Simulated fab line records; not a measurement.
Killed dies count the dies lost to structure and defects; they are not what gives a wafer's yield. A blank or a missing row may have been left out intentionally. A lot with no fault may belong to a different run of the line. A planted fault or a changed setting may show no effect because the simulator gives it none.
fab line records | flow nand-harc
record lots=7 wafers=21 last-day=24
route steps=1159 shown P_CONTACT@236 END@1159
lots that met no fault: taken from a fault-free run of the same line
start-h: hours from the record's opening day to when the first of the lot's shown wafers began | wait-h: how many hours have passed since the lot's step before this one | " repeats the value in the row above | L1.1+2: several wafers, shown together as one row | - no value present, or no start provided | * or withheld: withheld | < > ~ a bound
route shown NAME@n: NAME is a module with steps in the file, n the number in the route of the first one | usual: mean/standard deviation taken from wafers without a fault | same: alike in all rows | chamber/n: place in a boat | sites: the reading at each site | _std_site: their standard deviation | _edge_site: mean of outer sites minus mean of inner sites | radius-mm: how far each site lies from the wafer's centre | mask NAME#n: copy n | behind: the most recent tool/chamber to have shaped the wafer | hold: why the lot went on hold/how many hours it stayed there/how the hold came to an end | device: whichever transistor did not switch (one of n, p or np) | end of line: the route-end tests of the same wafers | step lacking rows: just its recipe | killed: not the wafer's yield, but the dies lost to structure and defects at the first sort | map: a wafer's dies, x killed, . not, _ none there
set.NAME: the setting the step ran with; set.NAME@STEP: the setting that earlier step ran with | model.NAME: the simulator's own value behind a step, which no gauge read
lots at some steps of the route; a table a step, a row a wafer
services: when a tool's chamber went out of use (start-h, in hours from the record's first day, below 0 if earlier), for how many hours, and the reason
## steps
# step NHARC_P_CONTACT_ETCH_35
# recipe target-depth-a=390 over-etch-frac=0.3 time-s=65 ion-energy-ev=80 cf4-flow-sccm=150 ar-flow-sccm=0 rf-w=300 bias-w=100 chemistry=CF4
# step NHARC_P_CONTACT_ETCH_36
# recipe target-depth-a=2600 over-etch-frac=0.25 time-s=406.25 ion-energy-ev=200 n2-flow-sccm=150 h2-flow-sccm=150 ar-flow-sccm=0 rf-w=400 bias-w=150 chemistry=N2/H2
# step NHARC_P_CONTACT_ETCH_18
# recipe target-depth-a=4810 time-s=240.5 c4f8-flow-sccm=20 o2-flow-sccm=10 ar-flow-sccm=withheld rf-w=600 bias-w=1500 chemistry=C4F8/O2/Ar
# usual chamber-pressure-mTorr=25.003/0.023 oes-product-au=0.963/0.017 rf-vpp-V=976/5.9
# columns lot.wafer tool chamber start-h wait-h chamber-pressure-mTorr oes-product-au rf-hours-counter-h rf-vpp-V
L774.3 rie-diel-04 1 - - 25.020 0.962 18 974
L774.1 " 3 " " 25.015 0.980 19 969
L774.5 " 1 " " 25.007 0.956 - 975
L776.1 rie-diel-08 3 - - 24.964 0.931 13 971
L776.4 " 0 " " 25.003 0.937 16 982
L776.5 " 3 " " 24.993 0.941 - 972
L782.4 rie-diel-04 3 - - 25.000 0.977 4 969
L782.1 " 0 " " 24.976 0.963 4 986
L782.5 " 3 " " 24.996 0.988 - 971
L783.4 rie-diel-08 1 - - 25.018 0.948 3 972
L783.6 " 0 " " 24.985 0.981 - 982
L783.5 " 1 " " 24.993 0.954 - 974
L785.1 rie-diel-08 3 - - 25.012 0.962 4 972
L785.6 " 0 " " 25.012 0.972 - 982
L785.5 " 1 " " 25.035 0.959 - 975
L790.4 rie-diel-08 1 - - 24.980 0.926 7 974
L790.3 " 3 " " 25.016 0.929 6 974
L790.1 " 0 " " 25.016 0.946 7 983
L797.3 rie-diel-04 1 - - 25.005 0.957 16 975
L797.1 " 2 " " 24.990 0.966 14 969
L797.4 " 0 " " 25.006 0.953 15 986
# step NHARC_P_CONTACT_STRIP_37
# recipe c4f8-flow-sccm=withheld o2-flow-sccm=8 ar-flow-sccm=withheld bias-w=0 chemistry=C4F8/O2/Ar
# step NHARC_P_CONTACT_ETCH_31
# recipe target-depth-a=300 time-s=85.7 ion-energy-ev=120 over-etch-frac=1 ch3f-flow-sccm=50 o2-flow-sccm=30 ar-flow-sccm=200 rf-w=500 bias-w=100 chemistry=CH3F/O2
# usual chamber-pressure-mTorr=25.000/0.024 drypump-motor-current-A=5.9/0.44 oes-product-au=0.981/0.013 rf-vpp-V=243.7/1.7 showerhead-plenum-p-Torr=2.42/0.11 throttle-valve-pct=20.663/0.0086
# same over-etch-frac=1
# columns lot.wafer tool chamber start-h wait-h chamber-pressure-mTorr drypump-motor-current-A oes-product-au rf-hours-counter-h rf-vpp-V showerhead-plenum-p-Torr throttle-valve-pct
L774.1 rie-diel-04 2 - - 25.010 5.7 0.979 19 242.1 2.31 20.662
L774.3 " 0 " " 24.969 5.9 0.970 17 246.5 2.60 20.660
L774.5 " 2 " " 24.984 5.7 0.976 - 241.3 2.31 20.657
L776.4 rie-diel-08 1 - - 25.010 6.8 0.991 15 243.1 2.39 20.658
L776.1 " 0 " " 24.979 5.8 0.980 16 245.6 2.54 20.660
L776.5 " 2 " " 25.008 6.0 0.994 - 244.7 2.50 20.659
L782.1 rie-diel-04 3 - - 25.047 6.4 1.009 4 242.0 2.31 20.653
L782.4 " 0 " " 24.984 5.9 0.984 4 246.4 2.60 20.659
L782.5 " 0 " " 25.018 5.9 0.994 - 246.4 2.60 20.658
L783.4 rie-diel-08 0 - - 25.044 5.8 0.998 3 245.6 2.53 20.660
L783.5 " 3 " " 25.008 5.9 0.976 - 242.4 2.35 20.677
L783.6 " 0 " " 25.005 5.8 0.997 - 244.7 2.53 20.657
L785.1 rie-diel-08 1 - - 24.999 6.7 0.975 5 244.2 2.39 20.657
L785.5 " 3 " " 25.037 5.9 0.963 - 242.3 2.35 20.668
L785.6 " 0 " " 24.993 5.8 0.985 - 246.3 2.53 20.680
L790.1 rie-diel-08 2 - - 24.992 6.0 0.951 6 243.8 2.50 20.670
L790.3 " 3 " " 24.996 5.9 0.952 6 242.2 2.35 20.659
L790.4 " 0 " " 25.022 5.8 0.960 7 247.2 2.53 20.669
L797.4 rie-diel-04 3 - - 24.997 6.4 0.987 15 242.5 2.30 20.673
L797.1 " 1 " " 24.988 5.1 0.984 16 243.2 2.40 20.675
L797.3 " 2 " " 25.014 5.7 0.978 15 242.3 2.30 20.649
# step NHARC_P_CONTACT_CD_MEAS_19
# usual cd-nm=89.9/1.5
# columns lot.wafer tool chamber start-h wait-h cd-nm
L774.1 cd-sem-02 - 111.31 - 89.1
L774.3 " - " " 89.2
L774.5 " - " " 86.2
L776.1 cd-sem-02 - 124.11 - 88.2
L776.4 " - " " 89.5
L776.5 " - " " 89.1
L782.1 cd-sem-02 - 156.59 - 90.8
L782.4 " - " " 90.4
L782.5 " - " " 89.9
L783.4 cd-sem-03 - 170.64 - 90.9
L783.5 " - " " 92.5
L783.6 " - " " 91.2
L785.1 cd-sem-03 - 178.43 - 89.2
L785.5 " - " " 90.9
L785.6 " - " " 89.2
L790.1 cd-sem-01 - 208.01 - 90.4
L790.3 " - " " 89.8
L790.4 " - " " 90.6
L797.1 cd-sem-02 - 252.37 - 89.2
L797.3 " - " " 88.5
L797.4 " - " " 90.4
# step NHARC_P_CONTACT_STRIP_28
# recipe o2-flow-sccm=500 ar-flow-sccm=0 bias-w=0 chemistry=O2
# usual chamber-pressure-mTorr=60.01/0.053 drypump-motor-current-A=5.9/0.43 oes-product-au=0.998/0.0085 rf-vpp-V=57.7/0.83 showerhead-plenum-p-Torr=3.48/0.14 throttle-valve-pct=17.035/0.009
# columns lot.wafer tool chamber start-h wait-h chamber-pressure-mTorr drypump-motor-current-A oes-product-au rf-hours-counter-h rf-vpp-V showerhead-plenum-p-Torr throttle-valve-pct
L774.1 rie-diel-04 3 111.40 0.1 60.07 6.4 0.991 19 57.7 3.32 17.049
L774.3 " 0 " " 60.00 5.9 0.997 17 57.5 3.73 17.027
L774.5 " 2 " " 59.97 5.7 1.008 - 57.1 3.32 17.029
L776.1 rie-diel-13 0 124.20 0.1 60.02 5.4 0.996 6 58.9 3.67 17.037
L776.4 " 2 " " 59.96 5.5 1.001 5 58.0 3.33 17.037
L776.5 " 3 " " 60.00 5.8 1.018 - 56.4 3.31 17.044
L782.4 rie-diel-08 3 156.66 0.1 60.02 5.9 0.984 2 58.5 3.39 17.038
L782.1 " 0 " " 60.04 5.8 1.008 2 58.1 3.63 17.044
L782.5 " 3 " " 59.93 5.9 0.983 - 56.8 3.39 17.035
L783.4 rie-diel-04 3 170.70 0.1 60.09 6.4 1.003 6 57.4 3.32 17.050
L783.5 " 3 " " 59.90 6.4 1.001 - 57.7 3.32 17.036
L783.6 " 0 " " 60.22 5.9 0.989 - 59.1 3.73 17.037
L785.1 rie-diel-08 0 178.54 0.1 60.07 5.9 1.004 5 56.7 3.63 17.043
L785.6 " 2 " " 59.98 6.0 0.998 - 57.4 3.58 17.024
L785.5 " 3 " " 59.92 5.9 0.989 - 57.0 3.38 17.025
L790.1 rie-diel-04 2 208.11 0.1 59.98 5.7 0.998 11 57.4 3.31 17.031
L790.4 " 3 " " 59.99 6.4 0.998 10 55.9 3.32 17.031
L790.3 " 0 " " 59.94 5.9 0.987 11 57.7 3.72 17.038
L797.1 rie-diel-08 0 252.46 0.1 60.00 5.8 0.996 12 58.1 3.63 17.042
L797.3 " 1 " " 59.98 6.8 1.002 11 57.3 3.42 17.036
L797.4 " 2 " " 60.08 6.0 0.989 10 58.1 3.58 17.033
# step NHARC_P_CONTACT_STRIP_29
# recipe time-s=1200 temp-c=72.5 chemistry=post-etch-residue-remover
# step NHARC_P_CONTACT_DEGAS_38
# recipe temp-c=300 time-s=60
# usual heater-power-w=456/48
# columns lot.wafer tool chamber start-h wait-h heater-power-w
L774.1 pvd-sputter-01 - 112.03 - 437
L774.3 " - " " 413
L774.5 " - " " 423
L776.1 pvd-sputter-01 - 124.83 - 436
L776.4 " - " " 419
L776.5 " - " " 425
L782.4 pvd-sputter-02 - 157.30 - 424
L782.1 " - " " 442
L782.5 " - " " 424
L783.4 pvd-sputter-01 - 171.38 - 444
L783.5 " - " " 450
L783.6 " - " " 410
L785.1 pvd-sputter-03 - 179.15 - 422
L785.5 " - " " 430
L785.6 " - " " 422
L790.3 pvd-sputter-02 - 208.73 - 451
L790.1 " - " " 593
L790.4 " - " " 423
L797.4 pvd-sputter-02 - 253.09 - 444
L797.1 " - " " 436
L797.3 " - " " 617
# step NHARC_P_CONTACT_PRE_CLEAN_39
# recipe time-s=19.5 bias-v=250 gas=Ar
# step NHARC_P_CONTACT_PVD_32
# recipe target-thk-a=50 chamber-pressure-pa=5 power-w=5000 substrate-temp-c=200 time-s=17.7 material=Ti
# usual substrate-temp-c=200.00/0.16 throttle-valve-pct=29.6/0.82
# columns lot.wafer tool chamber start-h wait-h substrate-temp-c throttle-valve-pct
L774.3 pvd-sputter-01 - - - 200.04 30.9
L774.1 " - " " 200.12 28.5
L774.5 " - " " 199.93 29.5
L776.1 pvd-sputter-01 - - - 199.83 29.7
L776.4 " - " " 199.99 29.6
L776.5 " - " " 199.87 29.7
L782.4 pvd-sputter-02 - - - 199.85 29.7
L782.1 " - " " 200.09 29.7
L782.5 " - " " 199.90 29.8
L783.4 pvd-sputter-01 - - - 200.09 31.2
L783.5 " - " " 200.14 30.9
L783.6 " - " " 199.92 28.5
L785.1 pvd-sputter-03 - - - 200.08 29.7
L785.6 " - " " 199.90 29.4
L785.5 " - " " 200.13 29.8
L790.4 pvd-sputter-02 - - - 199.93 30.5
L790.3 " - " " 199.85 29.8
L790.1 " - " " 200.18 29.2
L797.3 pvd-sputter-02 - - - 200.11 29.9
L797.1 " - " " 200.03 29.4
L797.4 " - " " 200.07 28.6
# step NHARC_P_CONTACT_ALD_22
# recipe target-thk-a=30 pulse-time-s=1 ald-cycles=150 temp-c=450 material=TiN
# step NHARC_P_CONTACT_CVD_23
# recipe target-thk-a=2000 temp-c=300 pressure-torr=40 wf6-flow-sccm=40 h2-flow-sccm=1600 ar-flow-sccm=1560 time-s=557 material=W
# usual heater-power-w=488/55 throttle-valve-pct=7.7/0.37
# columns lot.wafer tool chamber start-h wait-h heater-power-w throttle-valve-pct
L774.1 cvd-w-02 1 121.27 - 442 8.0
L774.3 " 1 " " 429 7.8
L774.5 " 0 " " 455 7.7
L776.1 cvd-w-02 1 131.88 - 436 7.9
L776.4 " 1 " " 437 7.7
L776.5 " 0 " " 468 7.7
L776.1 cvd-w-02 1 136.75 4.8 442 7.7
L776.4 " 1 " " 438 7.7
L776.5 " 0 " " 453 7.7
L782.1 cvd-w-02 0 157.83 - 455 7.8
L782.4 " 1 " " 439 7.9
L782.5 " 0 " " 453 8.0
L782.1 cvd-w-02 0 159.37 1.5 460 8.0
L782.4 " 1 " " 451 7.6
L782.5 " 0 " " 469 7.7
L783.4 cvd-w-02 0 172.54 - 463 7.8
L783.5 " 1 " " 436 7.9
L783.6 " 0 " " 454 7.9
L783.4 cvd-w-02 0 177.36 4.7 459 8.0
L783.5 " 1 " " 430 7.7
L783.6 " 0 " " 477 7.8
L785.1 cvd-w-01 0 179.60 - 589 7.0
L785.5 " 0 " " 582 7.3
L785.6 " 1 " " 472 7.9
L790.1 cvd-w-02 1 212.03 - 429 7.4
L790.4 " 0 " " 480 7.9
L790.3 " 1 " " 434 7.7
L797.1 cvd-w-01 0 261.64 - 580 7.3
L797.3 " 0 " " 593 7.2
L797.4 " 0 " " 573 7.3
# step NHARC_P_CONTACT_CMP_24
# recipe t-overpolish-s=30 target-thk-nm=200
# usual motor-current-A=11.8/1.2 overpolish-run-s=30.001/0.0086 retaining-ring-pressure-frac=0.999/0.0049 slurry-filter-dp-kPa=13.52/0.14 time-to-endpoint-s=39.9/2.9
# columns lot.wafer tool chamber start-h wait-h motor-current-A overpolish-run-s retaining-ring-pressure-frac slurry-filter-dp-kPa time-to-endpoint-s
L774.1 cmp-01 0 121.83 0.5 10.8 29.995 1.000 13.75 42.1
L774.3 " 1 " " 12.5 29.999 1.004 13.37 42.1
L774.5 " 1 " " 12.2 29.997 1.005 13.66 46.8
L776.1 cmp-04 0 137.43 0.6 12.3 30.003 1.004 13.91 78.4
L776.4 " 1 " " 11.6 30.003 1.006 13.42 80.1
L776.5 " 3 " " 12.2 29.999 1.002 13.84 80.3
L782.1 cmp-02 0 160.05 0.6 10.2 30.005 1.007 13.49 74.8
L782.4 " 1 " " 11.9 30.002 1.002 13.65 82.9
L782.5 " 3 " " 10.7 30.006 1.006 13.33 76.7
L783.4 cmp-02 2 177.98 0.5 14.3 30.001 0.997 13.68 75.7
L783.5 " 2 " " 13.5 29.989 0.992 13.67 75.6
L783.6 " 3 " " 10.8 30.006 0.994 13.38 76.4
L785.1 cmp-02 0 180.29 0.6 10.1 29.997 1.003 13.65 36.2
L785.6 " 2 " " 14.3 29.992 0.990 13.53 36.2
L785.5 " 3 " " 10.3 30.001 0.995 13.65 37.3
L790.4 cmp-04 1 212.59 0.4 11.6 29.993 0.993 13.32 37.7
L790.3 " 2 " " 10.6 29.999 0.995 13.30 37.4
L790.1 " 0 " " 12.3 29.996 1.000 13.50 41.8
L797.4 cmp-02 3 262.86 0.5 10.8 29.988 0.997 13.89 41.0
L797.3 " 0 " " 10.0 29.996 1.004 13.52 40.7
L797.1 " 1 " " 11.0 29.997 1.005 13.38 46.6
# step NHARC_END_SORT_01
# recipe temp-c=25
# usual killed-at-array=21/8.9 killed-at-other=0.8/1.3 killed-at-periphery=3.6/2.4 killed-dies=26/8.9 killed-open=3.1/1.8 killed-short=1.9/1.3
# same gross-dies=677
# columns lot.wafer tool chamber start-h wait-h killed-at-array killed-at-other killed-at-periphery killed-dies killed-open killed-short
L774.1 prober-02 0 473.04 2.5 9 5 9 23 2 1
L774.3 prober-02 0 474.63 3.1 11 1 5 17 3 3
L774.5 prober-02 0 476.22 3.7 13 5 4 22 2 1
L782.4 prober-02 0 487.39 3.4 48 0 5 53 2 3
L783.4 prober-01 0 518.77 3.4 33 3 2 38 0 0
L783.5 prober-01 0 519.58 3.7 34 3 4 41 6 2
L783.6 prober-01 0 520.39 4.0 35 1 0 36 0 1
# killed by level:class
L774.1 P_BONDPAD:chamber-film-flake=6 A_CHANNEL_HOLE_D1:chamber-film-flake=3 A_CONTACT:chamber-film-flake=3 THIN_TSV:chamber-film-flake=3 A_STAIRCASE:chamber-film-flake=2 P_M1:geometric-particle:short=1 THIN_TSV:geometric-particle:open=1 STARTING-WAFER:geometric-particle:open=1
L774.3 A_STAIRCASE:chamber-film-flake=4 P_BONDPAD:chamber-film-flake=3 A_M0:geometric-particle:open=2 P_M1:geometric-particle:short=1 A_ONON_D1:geometric-particle:open=1 A_ONON_D1:geometric-particle:short=1 A_WL_FILL:geometric-particle:short=1 P_GATE:chamber-film-flake=1
L774.5 THIN_TSV:chamber-film-flake=5 A_CONTACT:chamber-film-flake=4 A_STAIRCASE:chamber-film-flake=3 P_STI:chamber-film-flake=2 A_CHANNEL_HOLE_D1:chamber-film-flake=2 A_CHANNEL_HOLE_D1:geometric-particle:open=1 A_WL_FILL:geometric-particle:short=1 A_M0:geometric-particle:open=1
L782.4 A_CHANNEL_HOLE_D1:chamber-film-flake=21 A_SLIT:chamber-film-flake=15 A_M0:chamber-film-flake=5 P_GATE:chamber-film-flake=3 A_WL_FILL:geometric-particle:short=2 A_CONTACT:geometric-particle:open=2 P_M0:chamber-film-flake=2 A_SGD_CUT:geometric-particle:short=1
L783.4 A_CHANNEL_HOLE_D1:chamber-film-flake=17 A_SLIT:chamber-film-flake=12 THIN_TSV:chamber-film-flake=3 P_M1:chamber-film-flake=2 A_WL_FILL:chamber-film-flake=2 A_CONTACT:chamber-film-flake=2
L783.5 A_CHANNEL_HOLE_D1:chamber-film-flake=18 A_SLIT:chamber-film-flake=8 THIN_TSV:chamber-film-flake=3 A_WL_FILL:chamber-film-flake=2 P_CONTACT:geometric-particle:open=1 P_M0:geometric-particle:open=1 P_M1:geometric-particle:open=1 A_CHANNEL_FILL_D1:geometric-particle:short=1
L783.6 A_CHANNEL_HOLE_D1:chamber-film-flake=19 A_SLIT:chamber-film-flake=10 A_CONTACT:chamber-film-flake=3 A_WL_FILL:chamber-film-flake=2 A_CHANNEL_FILL_D1:geometric-particle:short=1 THIN_TSV:chamber-film-flake=1
## services
# columns tool chamber start-h hours kind
cmp-02 - 98.02 12.2 repair
rie-diel-04 0 98.53 4.5 repair
pvd-sputter-03 - 102.00 10.0 pm
cmp-04 - 105.00 4.0 pm
rie-diel-04 - 111.94 9.0 pm
cvd-w-01 - 116.00 13.0 pm
rie-diel-08 - 124.80 9.0 pm
cmp-02 - 128.50 4.0 pm
pvd-sputter-03 - 149.01 1.8 repair
cvd-w-01 0 152.78 1.5 repair
pvd-sputter-01 - 158.36 10.0 pm
cmp-02 - 167.06 1.8 repair
rie-diel-04 2 183.10 4.2 repair
rie-diel-04 2 195.37 6.4 repair
cvd-w-02 - 197.76 13.0 pm
rie-diel-04 2 209.85 3.1 repair
pvd-sputter-02 - 214.02 10.0 pm
rie-diel-08 2 217.48 6.4 repair
cvd-w-02 - 223.63 0.4 repair
cmp-02 - 226.50 4.0 pm
cmp-02 - 236.21 0.5 repair
pvd-sputter-01 - 242.87 4.6 repair
rie-diel-08 0 256.90 5.9 repair
cvd-w-02 - 260.15 0.5 repair
## key
first-sign step=NHARC_P_CONTACT_CVD_23 reading=visit direction=added
effect step=NHARC_P_CONTACT_CMP_24 reading=time-to-endpoint-s direction=up sigmas=13 usual=* struck=*
met-at NHARC_P_CONTACT_CVD_23
struck-wafers L776.1,L776.4,L776.5,L782.1,L782.4,L782.5,L783.4,L783.5,L783.6
tester-left-out L776,L782,L783
fault kind=repeated-step-whole tool=cvd-w-01,cvd-w-02 chamber=- onset-h=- steps=NHARC_P_CONTACT_CVD_23 times=1 scope=struck-lots-only
# tester-left-out: of these lots the tester's yield and bins aren't shown, on N5 and GAA mostly nor the transistor test; their killed dies are dies lost to structure and defects alone, not to doping, threshold or leakage, so they don't give the yield
